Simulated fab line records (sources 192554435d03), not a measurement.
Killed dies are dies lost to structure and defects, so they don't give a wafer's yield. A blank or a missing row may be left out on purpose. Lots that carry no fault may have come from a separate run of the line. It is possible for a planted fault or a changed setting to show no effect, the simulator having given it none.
Matching of chambers | flow n5 finfet | ald metal-03 running N5_BEOL_M7_ALD_77: 4 sister chambers
The step deposits TaN, target thk 2 nm, pulse time 2 s, purge time 3 s. 22 wafers are shown with their chamber, then 11 later ones without.

WAFERS, EACH WITH ITS CHAMBER
wafer  | chamber | heater power w (W)
L076.1 | 2       | 394
L076.2 | 0       | 427
L076.4 | 3       | 361
L080.3 | 2       | 410
L080.5 | 0       | 418
L080.6 | 3       | 366
L082.2 | 1       | 393
L082.4 | 2       | 397
L082.6 | 1       | 391
L084.2 | 3       | 370
L084.4 | 1       | 409
L084.5 | 0       | 426
L085.1 | 2       | 405
L085.3 | 3       | 373
L085.5 | 1       | 382
L086.2 | 2       | 395
L086.3 | 1       | 386
L086.6 | 2       | 401
L089.1 | 2       | 403
L089.5 | 3       | 375
L089.6 | 2       | 400
L090.1 | 1       | 406

SIGNATURES (means of the wafers above)
reading        | chamber 0 | chamber 1 | chamber 2 | chamber 3 | scatter within a chamber
heater power w | 423.67    | 394.50    | 400.62    | 369.00    | 7.31
Rule: a wafer's distance from a chamber is the root of the sum, over the readings, of the square of ((its reading less the chamber's mean) divided by the reading's scatter). The wafer belongs to the nearest chamber; if the next one is less than 2 further off, it can't be placed. The scatter: take each reading less its chamber's mean, square it, sum over the shown wafers, divide by the number of wafers less the number of chambers, and take the root.

WAFERS WITH NO CHAMBER GIVEN
wafer  | heater power w (W)
L090.3 | 409
L090.4 | 364
L093.1 | 387
L093.3 | 392
L093.4 | 422
L091.2 | 387
L091.5 | 420
L091.6 | 391
L092.1 | 422
L092.2 | 411
L092.4 | 373

EACH ONE'S CHAMBER
wafer  | from the rows above          | in truth
L090.3 | can't be placed: 2 or 1 or 0 | 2
L090.4 | 3                            | 3
L093.1 | can't be placed: 1 or 2 or 3 | 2
L093.3 | can't be placed: 1 or 2      | 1
L093.4 | 0                            | 0
L091.2 | can't be placed: 1 or 2 or 3 | 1
L091.5 | 0                            | 0
L091.6 | can't be placed: 1 or 2      | 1
L092.1 | 0                            | 0
L092.2 | can't be placed: 2 or 0 or 1 | 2
L092.4 | 3                            | 3
5 of 11 placed correctly. These rows do not allow placing 6 (true chamber among the candidates in 6). Number placed wrongly: 0.
